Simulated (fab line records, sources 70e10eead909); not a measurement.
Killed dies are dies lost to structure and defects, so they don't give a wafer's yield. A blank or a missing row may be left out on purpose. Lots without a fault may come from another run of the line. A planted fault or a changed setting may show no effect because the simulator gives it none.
A struck lot beside a sound one | flow nand_harc | 20 steps out of a route of 1302
Sound: wafers L484.2, L484.5, L484.6. Struck: wafers L494.1, L494.2, L494.4. The cause comes at the end.
At each step with rows: each side's tool, then ch and its chambers, then its first start. Under that, the readings that differ: sound wafers | struck wafers | difference of the means | sigmas: that difference in standard deviations of wafers without a fault.
alike: readings whose means differ by less than 2 such deviations, and words and numbers that are the same on both sides. not compared: withheld readings, readings that some wafer has no value for, bounds like >300 that may hide the same value, and numbers for which the record gives no deviation and whose values overlap.
The two part at a step that has a row with sigmas, a row that says differs or no value, or rows on one side only. Numbers that don't overlap but have no deviation are shown without sigmas and don't part them. A reading that every wafer of one side lacks parts them only if that side has two wafers or more.

NHARC_P_ZERO_WELL_CD_MEAS_37: target cd 720 nm.
  sound on cd_sem-03 ch 0, day 2 11:29; struck on cd_sem-02 ch 0, day 6 14:20
  alike: cd_nm
then, 1 step without rows for these wafers: NHARC_P_ZERO_WELL_HARDBAKE_38 (time 80 s).
NHARC_P_ZERO_WELL_DESCUM_39: chemistry O2, time 3 s.
  sound on rie_diel-05 ch 0,2,3, day 2 11:41; struck on rie_diel-05 ch 0,1,2, day 6 14:29
  alike: drypump_motor_current_A, oes_product_au, rf_vpp_V, showerhead_plenum_p_Torr, throttle_valve_pct
  not compared: rf_hours_counter_h
then, 9 steps without rows for these wafers: NHARC_P_ZERO_WELL_IMPLANT_40; NHARC_P_ZERO_WELL_IMPLANT_59; NHARC_P_ZERO_WELL_IMPLANT_60; NHARC_P_ZERO_WELL_STRIP_41 (strips in SPM, time 840 s); NHARC_P_ZERO_WELL_DEHYDRATE_44 (time 120 s); NHARC_P_ZERO_WELL_HMDS_45 (time 30 s); NHARC_P_ZERO_WELL_COAT_46; NHARC_P_ZERO_WELL_SOFTBAKE_47 (time 95 s); NHARC_P_ZERO_WELL_EBR_48.
NHARC_P_ZERO_WELL_EXPOSE_49: exposes mask P HVPW, target cd 2000 nm.
  sound on krf_scanner-01 ch 0, day 2 12:58; struck on krf_scanner-01 ch 0, day 6 15:51
  reading | sound                      | struck                              | difference | sigmas
  mask    | P_HVPW#0 P_HVPW#0 P_HVPW#0 | P_HVPW_R1#0 P_HVPW_R1#0 P_HVPW_R1#0 | differs    |
then, 2 steps without rows for these wafers: NHARC_P_ZERO_WELL_PEB_50 (peb time 85 s); NHARC_P_ZERO_WELL_DEVELOP_51 (time 70 s).
NHARC_P_ZERO_WELL_CD_MEAS_52: target cd 2000 nm.
  sound on cd_sem-02 ch 0, day 2 13:07; struck on cd_sem-02 ch 0, day 6 16:01
  reading    | sound                | struck               | difference | sigmas
  cd_nm (nm) | 2000.2 1999.1 2000.3 | 1836.6 1837.6 1837.4 | -162.7     | -99 or more
then, 1 step without rows for these wafers: NHARC_P_ZERO_WELL_HARDBAKE_53 (time 80 s).
NHARC_P_ZERO_WELL_DESCUM_54: chemistry O2, time 3 s.
  sound on rie_diel-13 ch 0,3, day 2 13:17; struck on rie_diel-05 ch 0,2,3, day 6 16:10
  reading                      | sound          | struck         | difference | sigmas
  model.P_ZERO_WELL.cd_nm (nm) | 2000 1999 2000 | 1837 1838 1837 | -162       |
  alike: drypump_motor_current_A, oes_product_au, rf_vpp_V, showerhead_plenum_p_Torr, throttle_valve_pct
  not compared: rf_hours_counter_h
then, 1 step without rows for these wafers: NHARC_P_ZERO_WELL_IMPLANT_55.
-- the record jumps here: 22 days lie between the struck wafers' starts before and after (it left off in module P_ZERO_WELL and takes up again in module END, whose first step shown is number 1302 of the route) --
NHARC_END_SORT_01:
  the record has rows for the struck wafers here (prober-02 ch 0, day 28 23:42) and none for the sound ones

WHERE THEY PART
First at NHARC_P_ZERO_WELL_EXPOSE_49; last, within this record, at NHARC_END_SORT_01.

WHY: what the simulator had put in
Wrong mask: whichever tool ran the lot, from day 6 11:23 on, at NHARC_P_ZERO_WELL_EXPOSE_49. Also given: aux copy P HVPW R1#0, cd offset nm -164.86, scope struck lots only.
